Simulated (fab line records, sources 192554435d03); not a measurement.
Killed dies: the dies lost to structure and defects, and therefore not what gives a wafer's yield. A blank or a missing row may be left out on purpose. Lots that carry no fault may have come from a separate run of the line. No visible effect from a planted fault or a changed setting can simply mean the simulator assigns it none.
Which tool did it?	flow n5-finfet	11 lots, 33 wafers sampled, at 4 steps of a route of 1938

WHAT THE GAUGES SHOWED, per wafer
N5_SD_ACTIVATION_INSPECT_02: inspects for defects (darkfield).
lot	measured	on	raw-defect-count
L495	day 3 13:25	defect-inspect-01	161 183 219
L501	day 5 01:19	defect-inspect-02	211 159 129
L503	day 5 10:27	defect-inspect-01	166 188 178
L504	day 5 15:04	defect-inspect-02	130 158 162
L510	day 7 09:49	defect-inspect-02	207 156 206
L512	day 7 18:07	defect-inspect-02	222 165 180
L514	day 8 05:53	defect-inspect-02	182 160 149
L515	day 8 10:04	defect-inspect-01	171 189 205
L516	day 8 17:37	defect-inspect-01	177 150 158
L517	day 8 23:23	defect-inspect-01	148 186 151
L518	day 9 07:42	defect-inspect-02	172 116 159

WHAT TOOL EACH LOT RAN ON (gives the tool, then ch and the chambers of the sampled wafers, and finally the start)
lot	N5_SD_EPI_P_DESCUM_14	N5_SD_EPI_P_ETCH_36	N5_SD_ACTIVATION_LSA_01
L495	rie-diel-05 ch 0,1, day 3 08:56	rie-diel-05 ch 0,1, day 3 08:58	laser-anneal-02 ch 0, day 3 12:53
L501	rie-diel-03 ch 1,2,3, day 4 19:55	rie-diel-03 ch 1,2,3, day 4 19:56	laser-anneal-02 ch 0, day 5 00:48
L503	rie-diel-05 ch 0,3, day 5 05:07	rie-diel-05 ch 0,3, day 5 05:08	laser-anneal-02 ch 0, day 5 09:55
L504	rie-diel-05 ch 0,1, day 5 10:34	rie-diel-05 ch 0,1, day 5 10:35	laser-anneal-02 ch 0, day 5 14:35
L510	rie-diel-04 ch 1,3, day 7 05:08	rie-diel-04 ch 1,3, day 7 05:10	laser-anneal-01 ch 0, day 7 09:16
L512	rie-diel-03 ch 1,2, day 7 13:10	rie-diel-03 ch 1,2, day 7 13:13	laser-anneal-01 ch 0, day 7 17:38
L514	rie-diel-04 ch 0,2,3, day 8 01:23	rie-diel-04 ch 0,2,3, day 8 01:26	laser-anneal-01 ch 0, day 8 05:23
L515	rie-diel-05 ch 0,1, day 8 05:35	rie-diel-05 ch 0,1, day 8 05:37	laser-anneal-02 ch 0, day 8 09:36
L516	rie-diel-05 ch 0,3, day 8 13:08	rie-diel-05 ch 0,3, day 8 13:10	laser-anneal-01 ch 0, day 8 17:07
L517	rie-diel-05 ch 0,2,3, day 8 18:45	rie-diel-05 ch 0,2,3, day 8 18:47	laser-anneal-02 ch 0, day 8 22:52
L518	rie-diel-04 ch 1,2, day 9 03:05	rie-diel-04 ch 1,2, day 9 03:07	laser-anneal-01 ch 0, day 9 07:14
- N5_SD_EPI_P_DESCUM_14: chemistry O2, time 7.9 s.
- N5_SD_EPI_P_ETCH_36: etches SiARC in CF4, target depth 45.5 nm, time 75.8 s.
- N5_SD_ACTIVATION_LSA_01: time 0.0008 s.

THE ANSWER, worked out from the rows above alone
Rule: the usual values come from the lots themselves. The widest of any qualifying gaps counts: lots, ordered by their means at a reading, are off when they make up no more than a third of the lots, leave a main group of 4 or more, and stand apart from it by 3 or more times the standard deviation of that group's means. Not used: any main group whose means are identical at the precision the tables above print for the reading. A lot without any number at a reading at which 4 lots or more have one is off too. Any other lot the step has rows for is counted as sound.
None of the lots is off at any reading shown; this tells nothing.

WHAT HAD BEEN PUT IN BY THE SIMULATOR
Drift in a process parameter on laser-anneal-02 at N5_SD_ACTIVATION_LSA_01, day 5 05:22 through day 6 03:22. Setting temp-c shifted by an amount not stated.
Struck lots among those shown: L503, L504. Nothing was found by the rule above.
